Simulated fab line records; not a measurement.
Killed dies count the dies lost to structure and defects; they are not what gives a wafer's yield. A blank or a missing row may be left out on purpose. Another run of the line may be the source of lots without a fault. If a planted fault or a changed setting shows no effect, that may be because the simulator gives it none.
The tool behind it: which one? ; flow n5-finfet ; Sampling: 24 lots, 72 wafers, 5 of 1938 route steps

WHAT THE GAUGES READ, wafer by wafer
N5_BEOL_M2_INSPECT_59: inspects for defects (darkfield). Usual: raw-defect-count at 69, with a standard deviation of 25.
lot;measured;on;raw-defect-count;flag
L074;day 8 05:56;defect-inspect-02;52 54 59;
L075;day 8 12:13;defect-inspect-02;133 86 106;
L076;day 8 12:58;defect-inspect-02;58 71 75;
L077;day 8 14:08;defect-inspect-02;33 49 53;
L079;day 8 15:29;defect-inspect-02;70 47 58;
L080;day 8 15:43;defect-inspect-01;73 97 94;
L078;day 8 20:36;defect-inspect-01;92 81 92;
L081;day 8 22:49;defect-inspect-01;73 49 46;
L082;day 9 01:16;defect-inspect-01;115 74 49;
L084;day 9 12:42;defect-inspect-01;72 54 97;
L083;day 9 12:47;defect-inspect-02;68 92 121;
L085;day 9 18:18;defect-inspect-01;78 45 42;
L086;day 10 05:55;defect-inspect-01;63 60 53;
L087;day 11 06:25;defect-inspect-01;43 67 60;
L088;day 11 06:48;defect-inspect-02;65 84 38;
L089;day 11 11:00;defect-inspect-02;74 61 60;
L090;day 11 11:27;defect-inspect-01;47 84 58;
L091;day 12 04:39;defect-inspect-01;80 49 98;
L092;day 12 07:56;defect-inspect-01;82 69 70;
L093;day 12 08:10;defect-inspect-02;41 40 78;
L094;day 12 08:24;defect-inspect-02;69 64 92;
L095;day 12 14:59;defect-inspect-02;43 36 35;
L097;day 12 18:50;defect-inspect-01;84 90 72;
L096;day 12 19:42;defect-inspect-01;42 71 38;

N5_BEOL_M3_INSPECT_13: inspects for defects (brightfield). Usual: raw-defect-count at 424, with a standard deviation of 97.
lot;measured;on;raw-defect-count;flag
L074;day 8 08:39;defect-inspect-01;443 388 346;
L075;day 8 13:01;defect-inspect-02;692 540 547;
L076;day 8 15:35;defect-inspect-02;338 354 488;
L077;day 8 15:45;defect-inspect-01;236 311 456;
L079;day 8 16:17;defect-inspect-02;351 278 520;
L080;day 8 16:31;defect-inspect-01;321 462 530;
L078;day 8 21:58;defect-inspect-01;496 353 556;
L081;day 9 01:16;defect-inspect-01;383 437 460;
L082;day 9 02:04;defect-inspect-01;503 412 415;
L084;day 9 14:58;defect-inspect-02;802 673 618;
L083;day 9 15:08;defect-inspect-02;313 353 375;
L085;day 9 20:20;defect-inspect-02;453 373 410;
L086;day 10 08:38;defect-inspect-02;396 348 389;
L087;day 11 08:04;defect-inspect-01;335 450 451;
L088;day 11 08:06;defect-inspect-02;411 389 404;
L089;day 11 13:31;defect-inspect-02;453 423 505;
L090;day 11 13:44;defect-inspect-01;328 374 295;
L091;day 12 05:27;defect-inspect-02;356 432 369;
L092;day 12 10:45;defect-inspect-02;629 426 357;
L093;day 12 10:50;defect-inspect-01;304 355 511;
L094;day 12 11:03;defect-inspect-01;370 395 405;
L095;day 12 16:14;defect-inspect-01;276 295 500;
L097;day 12 20:45;defect-inspect-01;466 392 406;
L096;day 12 21:12;defect-inspect-02;272 349 357;

WHICH TOOL RAN EACH LOT (tool, then ch and the chambers of the sampled wafers, then the start)
lot;N5_BEOL_M2_ALD_84;N5_BEOL_M2_SPUTTER_79;N5_BEOL_M2_PRE_CLEAN_60
L074;ald-metal-04 ch 0,2,3, day 8 02:34;pvd-sputter-01, day 8 03:19;cvd-co-02 ch 0,1, day 8 05:41
L075;ald-metal-01 ch 1,2, day 8 08:38;pvd-sputter-03, day 8 09:35;cvd-co-01 ch 0,1,2, day 8 11:58
L076;ald-metal-01 ch 0,3, day 8 09:10;pvd-sputter-01, day 8 10:20;cvd-co-02 ch 0,1,2, day 8 12:43
L077;ald-metal-03 ch 0,1,3, day 8 10:22;pvd-sputter-03, day 8 11:32;cvd-co-01 ch 0,2, day 8 13:53
L079;ald-metal-04 ch 2,3, day 8 12:05;pvd-sputter-02, day 8 12:52;cvd-co-02 ch 0,1,2, day 8 15:14
L080;ald-metal-01 ch 0,2,3, day 8 12:19;pvd-sputter-01, day 8 13:06;cvd-co-01 ch 0,1, day 8 15:28
L078;ald-metal-01 ch 0,1,2, day 8 15:31;pvd-sputter-03, day 8 17:59;cvd-co-01 ch 0,1,2, day 8 20:21
L081;ald-metal-01 ch 0,2,3, day 8 18:31;pvd-sputter-03, day 8 19:50;cvd-co-01 ch 0,1, day 8 22:34
L082;ald-metal-04 ch 0,2,3, day 8 21:40;pvd-sputter-03, day 8 22:31;cvd-co-01 ch 1,2, day 9 01:01
L084;ald-metal-03 ch 1,2,3, day 9 08:25;pvd-sputter-02, day 9 09:26;cvd-co-02 ch 0,1,2, day 9 12:27
L083;ald-metal-01 ch 0,1,3, day 9 08:36;pvd-sputter-03, day 9 09:38;cvd-co-01 ch 0,1,2, day 9 12:32
L085;ald-metal-01 ch 0,1,3, day 9 14:52;pvd-sputter-01, day 9 15:40;cvd-co-02 ch 0,1,2, day 9 18:03
L086;ald-metal-03 ch 1,2,3, day 10 01:29;pvd-sputter-01, day 10 02:11;cvd-co-01 ch 0,1,2, day 10 05:40
L087;ald-metal-03 ch 0,2, day 11 02:11;pvd-sputter-02, day 11 02:56;cvd-co-02 ch 0,1, day 11 06:10
L088;ald-metal-04 ch 0,2,3, day 11 02:34;pvd-sputter-01, day 11 03:20;cvd-co-01 ch 0,1,2, day 11 06:33
L089;ald-metal-04 ch 0,2, day 11 07:41;pvd-sputter-01, day 11 08:21;cvd-co-01 ch 0,2, day 11 10:45
L090;ald-metal-03 ch 0,3, day 11 07:41;pvd-sputter-02, day 11 08:25;cvd-co-02 ch 0,2, day 11 11:12
L091;ald-metal-01 ch 0,1,2, day 12 01:03;pvd-sputter-03, day 12 01:47;cvd-co-02 ch 0,1, day 12 04:24
L092;ald-metal-03 ch 0,1,2, day 12 04:11;pvd-sputter-02, day 12 05:08;cvd-co-02 ch 0,2, day 12 07:41
L093;ald-metal-01 ch 1,2, day 12 04:22;pvd-sputter-03, day 12 05:16;cvd-co-02 ch 0,2, day 12 07:55
L094;ald-metal-03 ch 1,2,3, day 12 04:44;pvd-sputter-01, day 12 05:38;cvd-co-01 ch 0,1, day 12 08:09
L095;ald-metal-04 ch 0,1,2, day 12 11:26;pvd-sputter-03, day 12 12:23;cvd-co-02 ch 0,1,2, day 12 14:46
L097;ald-metal-01 ch 1,2,3, day 12 15:26;pvd-sputter-02, day 12 16:11;cvd-co-02 ch 1,2, day 12 18:34
L096;ald-metal-01 ch 0,2,3, day 12 16:00;pvd-sputter-03, day 12 16:54;cvd-co-02 ch 0,2, day 12 19:27
- N5_BEOL_M2_ALD_84: deposits TaN, pulse time 2 s, purge time 3 s, co reactant purge time 2 s.
- N5_BEOL_M2_SPUTTER_79: material Cu, target thk 4.5 nm, time 8.29 s.
- N5_BEOL_M2_PRE_CLEAN_60: time 15 s.

AS READ BY THE TOOLS THEMSELVES (means over the sampled wafers that have a number; for cases with no such wafer, the mark the record gives instead)
N5_BEOL_M2_ALD_84. Usual: chamber-pressure-Torr 3.001 Torr, standard deviation 0.0073; heater-power-outer-w 239 W, standard deviation 31; heater-power-w 422 W, standard deviation 46.
lot;tool;chamber-pressure-Torr (Torr);heater-power-outer-w (W);heater-power-w (W);flag
L074;ald-metal-04;3.002;246;438;
L075;ald-metal-01;2.996;213;387;
L076;ald-metal-01;3.005;224;404;
L077;ald-metal-03;2.997;246;412;
L079;ald-metal-04;2.998;245;443;
L080;ald-metal-01;3.003;214;390;
L078;ald-metal-01;3.006;216;399;
L081;ald-metal-01;3.006;215;391;
L082;ald-metal-04;3.000;245;445;
L084;ald-metal-03;2.995;249;432;
L083;ald-metal-01;3.002;233;419;
L085;ald-metal-01;2.996;236;424;
L086;ald-metal-03;3.010;251;428;
L087;ald-metal-03;2.995;264;455;
L088;ald-metal-04;2.995;239;437;
L089;ald-metal-04;3.004;243;425;
L090;ald-metal-03;2.995;229;388;
L091;ald-metal-01;3.000;221;397;
L092;ald-metal-03;3.003;268;455;
L093;ald-metal-01;2.995;233;416;
L094;ald-metal-03;3.000;254;429;
L095;ald-metal-04;2.999;263;442;
L097;ald-metal-01;3.001;225;415;
L096;ald-metal-01;3.002;220;393;

N5_BEOL_M2_SPUTTER_79. Usual: throttle-valve-pct at 30.2 %, with a standard deviation of 1.5.
lot;tool;throttle-valve-pct (%);flag
L074;pvd-sputter-01;30.4;
L075;pvd-sputter-03;32.4;
L076;pvd-sputter-01;29.5;
L077;pvd-sputter-03;29.5;
L079;pvd-sputter-02;30.6;
L080;pvd-sputter-01;30.5;
L078;pvd-sputter-03;29.7;
L081;pvd-sputter-03;32.5;
L082;pvd-sputter-03;27.9;
L084;pvd-sputter-02;30.5;
L083;pvd-sputter-03;29.5;
L085;pvd-sputter-01;30.3;
L086;pvd-sputter-01;29.8;
L087;pvd-sputter-02;30.7;
L088;pvd-sputter-01;30.5;
L089;pvd-sputter-01;30.9;
L090;pvd-sputter-02;30.4;
L091;pvd-sputter-03;30.3;
L092;pvd-sputter-02;30.5;
L093;pvd-sputter-03;29.7;
L094;pvd-sputter-01;30.3;
L095;pvd-sputter-03;31.2;
L097;pvd-sputter-02;29.9;
L096;pvd-sputter-03;30.9;

N5_BEOL_M2_PRE_CLEAN_60. Usual: heater-power-outer-w 19 W, standard deviation 8.6; heater-power-w 83 W, standard deviation 7.
lot;tool;heater-power-outer-w (W);heater-power-w (W);flag
L074;cvd-co-02;23;84;
L075;cvd-co-01;20;84;
L076;cvd-co-02;17;81;
L077;cvd-co-01;16;88;
L079;cvd-co-02;17;81;
L080;cvd-co-01;22;91;
L078;cvd-co-01;20;84;
L081;cvd-co-01;22;90;
L082;cvd-co-01;25;81;
L084;cvd-co-02;17;81;
L083;cvd-co-01;21;84;
L085;cvd-co-02;18;82;
L086;cvd-co-01;21;84;
L087;cvd-co-02;16;79;
L088;cvd-co-01;21;83;
L089;cvd-co-01;16;87;
L090;cvd-co-02;11;79;
L091;cvd-co-02;16;80;
L092;cvd-co-02;11;77;
L093;cvd-co-02;12;81;
L094;cvd-co-01;22;92;
L095;cvd-co-02;18;82;
L097;cvd-co-02;24;87;
L096;cvd-co-02;11;79;

THE ANSWER, worked out from the rows above alone
Rule: lot off if the mean of its wafers having a number is beyond 3 standard deviations from the usual mean. Also off: a lot with no number at a reading for which 4 or more lots have one. Where the step has rows for the other lots, those lots are counted as sound. Order of review: gauges by route order, followed by the tools' own readings, for which a lot's mean as printed above is used. At the first step where some lot is off, the reading lying furthest off is the one used; lots without a number count as furthest.
Nothing can be told from this: no lot is off at any reading shown.

WHAT THE SIMULATOR PUT IN
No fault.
